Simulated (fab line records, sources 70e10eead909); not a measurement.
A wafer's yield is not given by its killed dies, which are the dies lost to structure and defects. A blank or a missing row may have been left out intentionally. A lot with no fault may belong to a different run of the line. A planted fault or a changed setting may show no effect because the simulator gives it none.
Matching of chambers	flow nand-harc	8 sister chambers for NHARC_A_SLIT_PRECLEAN_19 on wet-bench-02
The step cleans in SC1. 16 wafers are shown with their chamber, then 8 later ones without.

WAFERS, EACH WITH ITS CHAMBER
wafer	chamber	sc1-h2o2-end-mol-l
L465.2	1	0.3691
L465.4	2	0.3696
L465.6	3	0.3689
L469.1	3	0.3713
L469.4	4	0.3709
L469.5	2	0.3694
L468.2	7	0.3703
L468.3	0	0.3708
L468.6	4	0.3700
L470.1	3	0.3703
L470.3	6	0.3701
L470.5	1	0.3705
L477.1	5	0.3700
L477.2	3	0.3690
L477.4	2	0.3691
L479.4	5	0.3692

SIGNATURES (means of the wafers above)
reading	chamber 0	chamber 1	chamber 2	chamber 3	chamber 4	chamber 5	chamber 6	chamber 7	scatter within a chamber
sc1-h2o2-end-mol-l	0.370800	0.369800	0.369367	0.369875	0.370450	0.369600	0.370100	0.370300	0.000848
Rule: for a wafer and a chamber, the distance is found by dividing, reading by reading, the gap between the wafer's reading and the chamber's mean by the reading's scatter, squaring, summing and taking the root. If the next closest chamber is less than 2 further off than the closest, the wafer can't be placed; otherwise it belongs to the closest. How the scatter is found: for the shown wafers, subtract from each reading the mean of its chamber, square and add these, divide the total by (wafers less chambers), then take the root.

WAFERS WITH NO CHAMBER GIVEN
wafer	sc1-h2o2-end-mol-l
L479.5	0.3700
L479.6	0.3703
L481.1	0.3711
L481.4	0.3700
L481.5	0.3692
L484.1	0.3692
L484.3	0.3692
L484.4	0.3700

EACH ONE'S CHAMBER
wafer	from the rows above	in truth
L479.5	can't be placed: 6 or 3 or 1 or 7 or 5 or 4 or 2 or 0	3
L479.6	can't be placed: 7 or 4 or 6 or 3 or 0 or 1 or 5 or 2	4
L481.1	can't be placed: 0 or 4 or 7 or 6 or 3 or 1 or 5 or 2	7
L481.4	can't be placed: 6 or 3 or 1 or 7 or 5 or 4 or 2 or 0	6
L481.5	can't be placed: 2 or 5 or 1 or 3 or 6 or 7 or 4 or 0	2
L484.1	can't be placed: 2 or 5 or 1 or 3 or 6 or 7 or 4 or 0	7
L484.3	can't be placed: 2 or 5 or 1 or 3 or 6 or 7 or 4 or 0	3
L484.4	can't be placed: 6 or 3 or 1 or 7 or 5 or 4 or 2 or 0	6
0 of 8 placed correctly. Can't be placed from these rows: 8 (the true chamber is among the candidates in 8). Placed wrongly: 0.
